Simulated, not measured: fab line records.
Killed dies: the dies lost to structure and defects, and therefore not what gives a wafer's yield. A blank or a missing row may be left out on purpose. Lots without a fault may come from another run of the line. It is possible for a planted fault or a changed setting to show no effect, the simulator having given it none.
The same fault as seen by 3 desks :: flow n5-finfet :: each desk holds nothing but its own numbers, with what lay behind them at the end

THE DEFECT DESK
Lot by lot, what the route's inspections counted, given as the mean of those sampled wafers with a number. A lot is out of limits, marked OUT, if its mean lies more than 4 standard deviations from the usual mean; the brackets give that distance.
Columns: A = raw-defect-count at N5_BEOL_M15_INSPECT_12, usual 2.1
lot: L927
first seen here: day 13 08:03
A: 1.3

lot: L926
first seen here: day 13 11:23
A: 0.3

lot: L928
first seen here: day 13 13:22
A: 1.3

lot: L929
first seen here: day 14 05:51
A: 2.3

lot: L932
first seen here: day 14 16:23
A: 1.3

lot: L931
first seen here: day 14 19:27
A: 2.0

lot: L933
first seen here: day 14 19:52
A: 3.3

lot: L936
first seen here: day 16 02:34
A: 5.3

lot: L939
first seen here: day 16 13:12
A: 4.7

lot: L949
first seen here: day 19 22:41
A: 1.0
Finding of this desk: none of the 10 lots has anything out of limits.

DESK OF THE TOOL OWNER: pecvd-03
The tool's own readings at N5_BEOL_M15_ILD_DEP_00 (deposits SiO2 from TEOS/O2, target thk 1629.3 nm, time 346.1 s): means of the sampled wafers that have a number, for each lot that ran on this tool. A lot is out of limits, marked OUT, if its mean lies more than 4 standard deviations from the usual mean; the brackets give that distance.
Columns: A = heater-power-w at N5_BEOL_M15_ILD_DEP_00, usual 542 W; B = rf-fwd-power-W at N5_BEOL_M15_ILD_DEP_00, usual 898.8 W; C = showerhead-plenum-p-Torr at N5_BEOL_M15_ILD_DEP_00, usual 8.31 Torr; D = throttle-valve-pct at N5_BEOL_M15_ILD_DEP_00, usual 18.8 %
lot: L926
first seen here: day 13 10:40
A: 618
B: 897.3
C: 8.31
D: 19.6

lot: L929
first seen here: day 14 05:07
A: 552
B: 898.2
C: 8.30
D: 18.9

lot: L933
first seen here: day 14 19:15
A: 604
B: 901.6
C: 8.31
D: 18.8

lot: L936
first seen here: day 16 01:50
A: 573
B: 898.4
C: 8.29
D: 19.0

lot: L939
first seen here: day 16 12:35
A: 441
B: 900.0
C: 8.30
D: 18.5

lot: L949
first seen here: day 19 22:04
A: 516
B: 899.8
C: 8.31
D: 19.1
Finding of this desk: none of the 6 lots has anything out of limits.

METROLOGY DESK
Means of the sampled wafers that have a number, per lot and without regard to the tool the lot ran on: this is what the gauges read. A lot is out of limits, marked OUT, if its mean lies more than 4 standard deviations from the usual mean; the brackets give that distance.
Columns: A = cd-nm at N5_BEOL_M15_CD_MEAS_17, usual 360.5 nm
lot: L927
first seen here: day 13 08:35
A: 362.0

lot: L926
first seen here: day 13 11:55
A: 360.1

lot: L928
first seen here: day 13 13:53
A: 360.5

lot: L929
first seen here: day 14 06:28
A: 360.8

lot: L932
first seen here: day 14 17:50
A: 361.9

lot: L931
first seen here: day 14 20:10
A: 358.5

lot: L933
first seen here: day 14 20:35
A: 361.0

lot: L936
first seen here: day 16 03:06
A: 361.6

lot: L939
first seen here: day 16 13:44
A: 359.7

lot: L949
first seen here: day 19 23:13
A: 360.5
Finding of this desk: none of the 10 lots has anything out of limits.

PUT TOGETHER
Nothing out of limits was seen by the defect desk.
Nothing out of limits was seen by the tool owner's desk.
Metrology desk: nothing out of limits seen.

WHAT THE SIMULATOR HAD INSERTED
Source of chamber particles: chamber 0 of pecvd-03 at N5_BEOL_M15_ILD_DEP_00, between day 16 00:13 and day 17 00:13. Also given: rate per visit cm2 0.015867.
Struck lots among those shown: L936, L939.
